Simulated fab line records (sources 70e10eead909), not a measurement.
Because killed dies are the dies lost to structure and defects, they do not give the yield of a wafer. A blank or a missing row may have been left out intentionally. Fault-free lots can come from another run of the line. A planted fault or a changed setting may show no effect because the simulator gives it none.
Which of the tools did it?    flow nandHarc    15 lots, 44 wafers sampled, at 4 steps of a route of 1302

WHAT THE GAUGES SHOWED, per wafer
Not one reading of a measure or inspect step in the record can be checked against a usual standard deviation.

EACH LOT AND THE TOOL THAT RAN IT (in order: tool; ch and the chambers of the sampled wafers; start)
lot   NHARC_A_CONTACT_DEP_29           NHARC_A_CONTACT_DESCUM_47          NHARC_A_CONTACT_ETCH_49            NHARC_A_CONTACT_ETCH_111
L592  pecvd-02 ch 0,1,2, day 21 19:11  rieDiel-12 ch 1,2,3, day 21 19:59  rieDiel-12 ch 0,3, day 21 20:10    harCapEtch-02 ch 0,1, day 21 21:49
L591  pecvd-03 ch 1,2, day 21 21:16    rieDiel-07 ch 0,1,3, day 21 22:08  rieDiel-07 ch 0,2, day 21 22:20    harCapEtch-03 ch 0,1, day 22 00:00
L594  pecvd-02 ch 0,1,2, day 22 10:32  rieDiel-07 ch 0,2,3, day 22 11:25  rieDiel-07 ch 0,1,2, day 22 11:36  harCapEtch-03 ch 0,1, day 22 13:35
L595  pecvd-02 ch 0,2, day 23 12:17    rieDiel-12 ch 1,2,3, day 23 13:13  rieDiel-12 ch 0,2,3, day 23 13:23  harCapEtch-02 ch 0,1, day 23 15:02
L603  pecvd-03 ch 0,2, day 25 13:58    rieDiel-12 ch 0,2, day 25 14:46    rieDiel-12 ch 2,3, day 25 14:56    harCapEtch-03 ch 0,1, day 25 16:34
L602  pecvd-03 ch 1, day 25 18:04      rieDiel-12 ch 1,2, day 25 18:50    rieDiel-12 ch 2,3, day 25 19:07    harCapEtch-02 ch 0, day 25 20:38
L600  pecvd-03 ch 0,1, day 25 21:20    rieDiel-12 ch 0,1,2, day 25 22:08  rieDiel-12 ch 0,1,2, day 25 22:22  harCapEtch-03 ch 0,1, day 26 00:11
L606  pecvd-02 ch 0,1, day 26 23:37    rieDiel-07 ch 1,2, day 27 00:28    rieDiel-07 ch 2,3, day 27 00:38    harCapEtch-03 ch 0,1, day 27 02:20
L608  pecvd-02 ch 0,2, day 28 21:37    rieDiel-12 ch 0,2, day 28 22:28    rieDiel-12 ch 0,2, day 28 22:40    harCapEtch-02 ch 0, day 29 00:31
L609  pecvd-01 ch 1,2, day 28 21:41    rieDiel-12 ch 0,2,3, day 28 22:37  rieDiel-12 ch 1,2,3, day 28 22:58  harCapEtch-01 ch 0,1, day 29 01:20
L610  pecvd-02 ch 0,1,2, day 29 04:25  rieDiel-12 ch 1,2,3, day 29 05:13  rieDiel-12 ch 0,2, day 29 05:22    harCapEtch-02 ch 0,1, day 29 07:04
L611  pecvd-03 ch 0,2, day 29 05:24    rieDiel-04 ch 0,1,2, day 29 06:19  rieDiel-04 ch 1,2,3, day 29 06:33  harCapEtch-01 ch 0,1, day 29 08:08
L612  pecvd-01 ch 0,1,2, day 29 20:12  rieDiel-12 ch 0,2, day 29 20:56    rieDiel-12 ch 0,1,3, day 29 21:08  harCapEtch-03 ch 0,1, day 29 22:47
L613  pecvd-01 ch 0,1, day 30 13:11    rieDiel-12 ch 0,1,3, day 30 14:01  rieDiel-12 ch 0,3, day 30 14:13    harCapEtch-03 ch 0,1, day 30 15:52
L614  pecvd-01 ch 0,1,2, day 31 06:49  rieDiel-12 ch 3, day 31 07:44      rieDiel-12 ch 2,3, day 31 08:08    harCapEtch-03 ch 1, day 31 10:43
- NHARC_A_CONTACT_DEP_29: deposits SiON, target thk 100 nm.
- NHARC_A_CONTACT_DESCUM_47: chemistry O2, time 3 s.
- NHARC_A_CONTACT_ETCH_49: etches the open film in N2/H2, target depth 260 nm, time 475.3 s.
- NHARC_A_CONTACT_ETCH_111: etches the open film in C4F8/O2/Ar, time 140 s, target depth 700 nm.

WHAT THE TOOLS THEMSELVES READ (means of the sampled wafers that have a number; where no wafer has one, the mark that the record gives instead)
NHARC_A_CONTACT_DEP_29. Usual: chamberPressureTorr 3.500 Torr, standard deviation 0.0068; heaterPowerW 761 W, standard deviation 74.
lot   tool      chamberPressureTorr (Torr)  heaterPowerW (W)  flag
L592  pecvd-02  3.499                       687               
L591  pecvd-03  3.513                       726               
L594  pecvd-02  3.497                       728               
L595  pecvd-02  3.499                       703               
L603  pecvd-03  3.505                       750               
L602  pecvd-03  3.498                       694               
L600  pecvd-03  3.503                       693               
L606  pecvd-02  3.501                       674               
L608  pecvd-02  3.501                       677               
L609  pecvd-01  3.502                       753               
L610  pecvd-02  3.494                       692               
L611  pecvd-03  3.491                       729               
L612  pecvd-01  3.498                       788               
L613  pecvd-01  3.509                       823               
L614  pecvd-01  3.495                       862               

NHARC_A_CONTACT_DESCUM_47. Usual: drypumpMotorCurrentA 5.9 A, standard deviation 0.44; oesProductAu 0.999 a.u., standard deviation 0.007; rfVppV 57.8 V, standard deviation 0.94; showerheadPlenumPTorr 1.92 Torr, standard deviation 0.084; throttleValvePct 11.310 %, standard deviation 0.0086.
lot   tool        drypumpMotorCurrentA (A)  oesProductAu (a.u.)  rfVppV (V)  showerheadPlenumPTorr (Torr)  throttleValvePct (%)  flag
L592  rieDiel-12  6.0                       1.004                58.2        1.96                          11.312                
L591  rieDiel-07  5.8                       1.005                58.0        1.85                          11.306                
L594  rieDiel-07  6.1                       0.998                57.0        1.88                          11.310                
L595  rieDiel-12  5.9                       0.999                57.1        1.96                          11.313                
L603  rieDiel-12  5.7                       1.002                57.1        1.90                          11.303                
L602  rieDiel-12  5.7                       0.994                57.8        1.95                          11.303                
L600  rieDiel-12  5.8                       0.994                57.3        1.94                          11.314                
L606  rieDiel-07  5.7                       1.005                58.2        1.98                          11.305                
L608  rieDiel-12  5.7                       1.002                57.6        1.90                          11.320                
L609  rieDiel-12  6.1                       1.005                58.0        1.92                          11.303                
L610  rieDiel-12  5.9                       0.999                57.7        1.95                          11.306                
L611  rieDiel-04  5.4                       1.002                58.0        1.89                          11.307                
L612  rieDiel-12  5.8                       1.007                58.1        1.89                          11.313                
L613  rieDiel-12  6.1                       0.994                57.0        1.95                          11.311                
L614  rieDiel-12  6.6                       0.989                58.4        1.95                          11.307                

NHARC_A_CONTACT_ETCH_49. Usual: drypumpMotorCurrentA 5.9 A, standard deviation 0.45; oesProductAu 1.000 a.u., standard deviation 0.0068; rfVppV 430.7 V, standard deviation 2.7; runLengthS 496.7 s, standard deviation 0.47; showerheadPlenumPTorr 2.04 Torr, standard deviation 0.092; throttleValvePct 14.172 %, standard deviation 0.0091.
lot   tool        drypumpMotorCurrentA (A)  oesProductAu (a.u.)  rfVppV (V)  runLengthS (s)  showerheadPlenumPTorr (Torr)  throttleValvePct (%)  flag
L592  rieDiel-12  6.2                       0.994                431.3       496.6           2.06                          14.176                
L591  rieDiel-07  6.3                       1.005                429.8       495.9           2.00                          14.167                
L594  rieDiel-07  6.0                       1.002                431.6       496.4           2.06                          14.180                
L595  rieDiel-12  6.1                       0.997                430.5       496.6           2.05                          14.178                
L603  rieDiel-12  6.3                       1.007                431.0       385.4           2.07                          14.170                OFF
L602  rieDiel-12  6.1                       0.997                431.0       329.4           2.05                          14.171                OFF
L600  rieDiel-12  5.8                       1.001                430.9       385.2           2.07                          14.162                OFF
L606  rieDiel-07  6.1                       0.995                432.2       496.3           2.10                          14.169                
L608  rieDiel-12  5.9                       1.010                429.6       496.4           2.03                          14.168                
L609  rieDiel-12  6.0                       1.000                431.7       496.7           2.08                          14.165                
L610  rieDiel-12  5.7                       1.002                430.0       496.5           2.02                          14.171                
L611  rieDiel-04  5.4                       1.003                427.3       497.0           1.93                          14.181                
L612  rieDiel-12  6.1                       0.995                431.5       497.0           2.08                          14.170                
L613  rieDiel-12  6.2                       1.004                430.1       496.8           2.05                          14.168                
L614  rieDiel-12  5.9                       1.000                430.2       496.6           2.03                          14.176                

NHARC_A_CONTACT_ETCH_111. Usual: runLengthS reads 141.3 s (standard deviation 0.34).
lot   tool           runLengthS (s)  flag
L592  harCapEtch-02  140.9           
L591  harCapEtch-03  141.4           
L594  harCapEtch-03  141.5           
L595  harCapEtch-02  141.2           
L603  harCapEtch-03  141.8           
L602  harCapEtch-02  140.9           
L600  harCapEtch-03  141.3           
L606  harCapEtch-03  141.4           
L608  harCapEtch-02  141.2           
L609  harCapEtch-01  141.3           
L610  harCapEtch-02  140.9           
L611  harCapEtch-01  141.6           
L612  harCapEtch-03  141.8           
L613  harCapEtch-03  141.4           
L614  harCapEtch-03  141.5           

THE ANSWER, worked out from the rows above alone
Rule: lot off if the mean of its wafers having a number is beyond 3 standard deviations from the usual mean. A lot without any number at a reading at which 4 lots or more have one is off too. Where the step has rows for the other lots, those lots are counted as sound. First the gauges in route order, then the tools' own readings, where a lot's mean is used as printed above. The first step at which some lot is off is used, and at that step the reading that is off furthest; a lot without a number counts as furthest.
Off: L603, L602, L600, at NHARC_A_CONTACT_ETCH_49 (runLengthS).
If a tool, at that step or one of the process steps before it, ran each lot that is off and ran no sound lot following the first of them, it fits. Not one of the candidates tried fits.

WHAT WAS PUT IN BY THE SIMULATOR
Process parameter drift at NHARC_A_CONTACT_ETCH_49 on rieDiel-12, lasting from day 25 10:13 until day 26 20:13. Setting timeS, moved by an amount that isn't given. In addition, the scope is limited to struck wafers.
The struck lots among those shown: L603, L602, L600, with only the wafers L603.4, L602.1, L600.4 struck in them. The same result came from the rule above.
